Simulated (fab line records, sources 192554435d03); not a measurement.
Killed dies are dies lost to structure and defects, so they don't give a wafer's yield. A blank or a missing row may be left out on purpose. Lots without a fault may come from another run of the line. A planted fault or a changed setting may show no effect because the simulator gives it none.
Chamber matching | flow n5_finfet | N5_FIN_CUT_ETCH_20 on rie_diel-04: 4 sister chambers
The step etches SiARC in CF4, target depth 26 nm, time 43.3 s. 14 wafers are shown with their chamber, then 7 later ones without.

WAFERS WITH THEIR CHAMBER
wafer  | chamber | drypump_motor_current_A (A) | showerhead_plenum_p_Torr (Torr) | throttle_valve_pct (%)
L076.1 | 2       | 6.5                         | 2.09                            | 15.87
L076.3 | 3       | 5.4                         | 2.21                            | 15.53
L076.4 | 1       | 5.6                         | 2.17                            | 15.47
L078.1 | 0       | 6.5                         | 2.21                            | 15.74
L078.2 | 1       | 5.6                         | 2.17                            | 15.46
L078.5 | 2       | 6.5                         | 2.09                            | 15.88
L082.1 | 0       | 6.5                         | 2.21                            | 15.76
L082.3 | 1       | 5.6                         | 2.16                            | 15.48
L082.4 | 3       | 5.3                         | 2.21                            | 15.57
L090.2 | 1       | 5.5                         | 2.16                            | 15.49
L090.5 | 1       | 5.6                         | 2.16                            | 15.51
L090.6 | 2       | 6.5                         | 2.08                            | 15.92
L092.2 | 1       | 5.6                         | 2.16                            | 15.52
L092.3 | 3       | 5.4                         | 2.20                            | 15.58

SIGNATURES (means of the wafers above)
reading                  | chamber 0 | chamber 1 | chamber 2 | chamber 3 | scatter within a chamber
drypump_motor_current_A  | 6.500     | 5.583     | 6.500     | 5.367     | 0.0387
showerhead_plenum_p_Torr | 2.2100    | 2.1633    | 2.0867    | 2.2067    | 0.00516
throttle_valve_pct       | 15.7500   | 15.4883   | 15.8900   | 15.5600   | 0.0238
Rule: a wafer's distance from a chamber is the root of the sum, over the readings, of the square of ((its reading less the chamber's mean) divided by the reading's scatter). The wafer belongs to the nearest chamber; if the next one is less than 2 further off, it can't be placed. The scatter: the root of (the sum of the squares of (reading less its chamber's mean) over the shown wafers, divided by (wafers less chambers)).

WAFERS WITHOUT THEIR CHAMBER
wafer  | drypump_motor_current_A (A) | showerhead_plenum_p_Torr (Torr) | throttle_valve_pct (%)
L092.4 | 6.5                         | 2.08                            | 15.92
L094.2 | 5.4                         | 2.20                            | 15.61
L094.3 | 6.5                         | 2.20                            | 15.79
L094.5 | 6.5                         | 2.20                            | 15.78
L096.2 | 5.6                         | 2.15                            | 15.53
L096.3 | 5.4                         | 2.20                            | 15.60
L096.6 | 5.6                         | 2.16                            | 15.53

WHICH CHAMBER EACH WENT THROUGH
wafer  | from the rows above | in truth
L092.4 | 2                   | 2
L094.2 | 3                   | 3
L094.3 | 0                   | 0
L094.5 | 0                   | 0
L096.2 | 1                   | 1
L096.3 | 3                   | 3
L096.6 | 1                   | 1
Placed correctly: 7 of 7. Can't be placed from these rows: 0. Placed wrongly: 0.
